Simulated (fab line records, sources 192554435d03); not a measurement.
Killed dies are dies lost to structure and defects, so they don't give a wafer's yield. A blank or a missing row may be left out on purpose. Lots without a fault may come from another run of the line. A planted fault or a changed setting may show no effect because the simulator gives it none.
A struck lot beside a sound one | flow n5_finfet | 20 steps out of a route of 1938
Sound: wafers L662.1, L662.3, L662.4. Struck: wafers L671.1, L671.4, L671.5. The cause comes at the end.
At each step with rows: each side's tool, then ch and its chambers, then its first start. Under that, the readings that differ: sound wafers | struck wafers | difference of the means | sigmas: that difference in standard deviations of wafers without a fault.
alike: readings whose means differ by less than 2 such deviations, and words and numbers that are the same on both sides. not compared: withheld readings, readings that some wafer has no value for, bounds like >300 that may hide the same value, and numbers for which the record gives no deviation and whose values overlap.
The two part at a step that has a row with sigmas, a row that says differs or no value, or rows on one side only. Numbers that don't overlap but have no deviation are shown without sigmas and don't part them. A reading that every wafer of one side lacks parts them only if that side has two wafers or more.

N5_WELL_APT_RTA_34: time 10 s.
  sound on rtp_anneal-01 ch 0, day 3 21:50; struck on rtp_anneal-02 ch 0, day 6 03:47
  alike: lamp_power_pct, wafer_temp_C_max
then, 4 steps without rows for these wafers: N5_WELL_APT_OXIDE_STRIP_42 (strips SiO2 in dHF, time 45 s, target depth 12 nm); N5_WELL_APT_PRECLEAN_36 (cleans in O3/DIW, time 45 s); N5_WELL_APT_PRECLEAN_39 (cleans in dHF, time 60 s); N5_WELL_APT_SRD_37 (time 30 s).
N5_WELL_APT_EPI_41: deposits Si from SiH4/H2, target thk 50 nm, time 297.7 s.
  sound on epi_rpcvd-03 ch 0, day 3 22:05; struck on epi_rpcvd-03 ch 0, day 6 04:02
  alike: throttle_valve_pct
N5_WELL_APT_INSPECT_38: inspects for defects (darkfield).
  sound on defect_inspect-02, day 3 22:43; struck on defect_inspect-02, day 6 04:40
  alike: raw_defect_count
N5_PMOS_HMC_CHANNEL_EPI_HM_DEP_34: deposits SiO2 from TEOS/O2, target thk 36 nm, time 6.9 s.
  sound on pecvd-02 ch 1,2, day 3 22:45; struck on pecvd-01 ch 0,1,2, day 6 04:42
  alike: heater_power_w, showerhead_plenum_p_Torr, throttle_valve_pct
then, 4 steps without rows for these wafers: N5_PMOS_HMC_CHANNEL_EPI_COAT_31 (time 60 s, resist thk 66 nm); N5_PMOS_HMC_CHANNEL_EPI_COAT_03 (resist thk 205 nm); N5_PMOS_HMC_CHANNEL_EPI_EBR_05; N5_PMOS_HMC_CHANNEL_EPI_SOFTBAKE_04 (time 60 s).
N5_PMOS_HMC_CHANNEL_EPI_EXPOSE_06: exposes mask PMOS HMC BLK, target cd 240 nm.
  sound on arfi_scanner-03 ch 0, day 3 23:02; struck on arfi_scanner-03 ch 0, day 6 04:59
  reading                                      | sound                | struck            | difference | sigmas
  model.PMOS_HMC_CHANNEL_EPI.overlay_x_nm (nm) | 0.1376 0.1376 0.1376 | 56.31 56.31 56.31 | +56.17     |
  alike: mask, stage_vel_mm_s
then, 2 steps without rows for these wafers: N5_PMOS_HMC_CHANNEL_EPI_PEB_07 (peb time 60 s); N5_PMOS_HMC_CHANNEL_EPI_DEVELOP_08 (develop time 30 s).
N5_PMOS_HMC_CHANNEL_EPI_CD_MEAS_09: target cd 237.4 nm.
  sound on cd_sem-01 ch 0, day 3 23:10; struck on cd_sem-01 ch 0, day 6 05:07
  alike: cd_nm
N5_PMOS_HMC_CHANNEL_EPI_OVL_MEAS_10:
  sound on overlay-02 ch 0, day 3 23:11; struck on overlay-02 ch 0, day 6 05:08
  reading               | sound        | struck         | difference | sigmas
  PMOS_HMC_BLK_OVL (nm) | 0.3 0.6 -0.2 | 58.2 59.2 59.5 | +58.7      | +78
N5_PMOS_HMC_CHANNEL_EPI_INSPECT_11: inspects for defects (macro).
  sound on defect_inspect-01, day 3 23:13; struck on defect_inspect-01, day 6 05:10
  alike: raw_defect_count
-- the record jumps here: 7 days lie between the struck wafers' starts before and after (it left off in module PMOS_HMC_CHANNEL_EPI and takes up again in module BEOL_M4, whose first step shown is number 1111 of the route) --
N5_BEOL_M4_RC_MEAS_101:
  sound on prober-01 ch 0, day 11 00:24; struck on prober-01 ch 0, day 12 17:56
  alike: DIBL_N, DIBL_P, IOFF_N, IOFF_P, ION_N, ION_P, SS_N, SS_P, VT_N, VT_P
-- the record jumps here: 4 days lie between the struck wafers' starts before and after (it left off in module BEOL_M4 and takes up again in module PASSIVATION, whose first step shown is number 1936 of the route) --
N5_PASSIVATION_PROBE_49:
  sound on prober-01, day 15 15:38; struck on prober-02, day 16 23:17
  reading            | sound    | struck | difference | sigmas
  killed_at_contacts | 16 11 24 | 4 5 6  | -12        | -2
  killed_at_other    | 1 2 2    | 7 8 10 | +7         | +2
  alike: defect_limited_yield, killed_at_M0_to_M3, killed_at_M4_up, killed_at_front_end, killed_dies, killed_open, killed_short, sort_bin_5_function, sort_bin_6_memory, sort_n_pass, sort_yield_pct

WHERE THEY PART
First at N5_PMOS_HMC_CHANNEL_EPI_OVL_MEAS_10; last, within this record, at N5_PASSIVATION_PROBE_49.

WHY: what the simulator had put in
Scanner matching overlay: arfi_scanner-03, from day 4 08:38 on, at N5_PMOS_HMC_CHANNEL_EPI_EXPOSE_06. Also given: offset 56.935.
